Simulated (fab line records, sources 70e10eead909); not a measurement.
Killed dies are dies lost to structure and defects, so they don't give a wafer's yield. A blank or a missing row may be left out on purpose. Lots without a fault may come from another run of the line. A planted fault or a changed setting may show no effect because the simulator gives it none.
A struck lot beside a sound one | flow nand_harc | 17 steps out of a route of 1159
Sound: wafers L696.1, L696.4, L696.5. Struck: wafers L705.1, L705.4, L705.5. The cause comes at the end.
At each step with rows: each side's tool, then ch and its chambers, then its first start. Under that, the readings that differ: sound wafers | struck wafers | difference of the means | sigmas: that difference in standard deviations of wafers without a fault.
alike: readings whose means differ by less than 2 such deviations, and words and numbers that are the same on both sides. not compared: withheld readings, readings that some wafer has no value for, bounds like >300 that may hide the same value, and numbers for which the record gives no deviation and whose values overlap.
The two part at a step that has a row with sigmas, a row that says differs or no value, or rows on one side only. Numbers that don't overlap but have no deviation are shown without sigmas and don't part them. A reading that every wafer of one side lacks parts them only if that side has two wafers or more.

first, 4 steps without rows for these wafers: NHARC_A_ZERO_WELL_EBR_06; NHARC_A_ZERO_WELL_EXPOSE_07 (exposes mask A ZERO); NHARC_A_ZERO_WELL_PEB_08 (peb time 80 s); NHARC_A_ZERO_WELL_DEVELOP_09 (time 50 s).
NHARC_A_ZERO_WELL_CD_MEAS_10: target cd 2000 nm.
  sound on cd_sem-03 ch 0, day 7 13:09; struck on cd_sem-03 ch 0, day 9 01:44
  alike: cd_nm
then, 1 step without rows for these wafers: NHARC_A_ZERO_WELL_HARDBAKE_11 (time 65 s).
NHARC_A_ZERO_WELL_DESCUM_12: chemistry O2, time 3 s.
  sound on rie_diel-09 ch 1,3, day 7 13:19; struck on rie_diel-04 ch 0,1, day 9 01:54
  alike: drypump_motor_current_A, oes_product_au, rf_vpp_V, showerhead_plenum_p_Torr, throttle_valve_pct
  not compared: rf_hours_counter_h
NHARC_A_ZERO_WELL_ETCH_19: etches the open film in N2/H2, target depth 80 nm, overetch 24 nm, time 87.88 s.
  sound on rie_diel-09 ch 0,1,2, day 7 13:24; struck on rie_diel-04 ch 0,1,2, day 9 02:28
  alike: drypump_motor_current_A, oes_product_au, rf_vpp_V, showerhead_plenum_p_Torr, throttle_valve_pct
  not compared: rf_hours_counter_h
NHARC_A_ZERO_WELL_ETCH_13: etches the open film in HBr/Cl2, target depth 120 nm, time 40.1 s.
  sound on rie_si-05 ch 2,3, day 7 13:31; struck on rie_si-05 ch 0,1, day 9 02:34
  alike: drypump_motor_current_A, oes_product_au, throttle_valve_pct
  not compared: rf_hours_counter_h
then, 2 steps without rows for these wafers: NHARC_A_ZERO_WELL_STRIP_14 (strips in SPM, time 900 s); NHARC_A_ZERO_WELL_IMPLANT_15.
NHARC_A_ZERO_WELL_PRECLEAN_22: cleans in SC1, time 60 s.
  sound on wet_bench-09 ch 2,5,7, day 7 14:17; struck on wet_bench-06 ch 0,1,6, day 9 03:22
  alike: bath_guard_temp_C
then, 1 step without rows for these wafers: NHARC_A_ZERO_WELL_SRD_23.
NHARC_A_ZERO_WELL_RTA_16: time 10 s.
  sound on rtp_anneal-01 ch 0, day 7 14:25; struck on rtp_anneal-02 ch 0, day 9 03:29
  reading            | sound                | struck               | difference | sigmas
  lamp_power_pct (%) | 37 37 37             | 25 25 25             | -12        | -2
  wafer_temp_C_max   | 1005.0 1006.7 1005.6 | 1002.9 1002.5 1002.7 | -3.1       | -3
NHARC_A_ZERO_WELL_INSPECT_17:
  sound on defect_inspect-01, day 7 14:37; struck on defect_inspect-02, day 9 03:41
  reading          | sound  | struck         | difference | sigmas
  raw_defect_count | 8 7 15 | 1177 1220 1199 | +1189      | +99 or more
then, 1 step without rows for these wafers: NHARC_A_SOURCE_PLATE_PRECLEAN_00 (cleans in HF-LAST, time 60 s).
-- the record jumps here: 12 days lie between the struck wafers' starts before and after (it left off in module A_SOURCE_PLATE and takes up again in module END, whose first step shown is number 1159 of the route) --
NHARC_END_SORT_01:
  the record has rows for the struck wafers here (prober-02 ch 0, day 21 11:22) and none for the sound ones

WHERE THEY PART
First at NHARC_A_ZERO_WELL_RTA_16; last, within this record, at NHARC_END_SORT_01.

WHY: what the simulator had put in
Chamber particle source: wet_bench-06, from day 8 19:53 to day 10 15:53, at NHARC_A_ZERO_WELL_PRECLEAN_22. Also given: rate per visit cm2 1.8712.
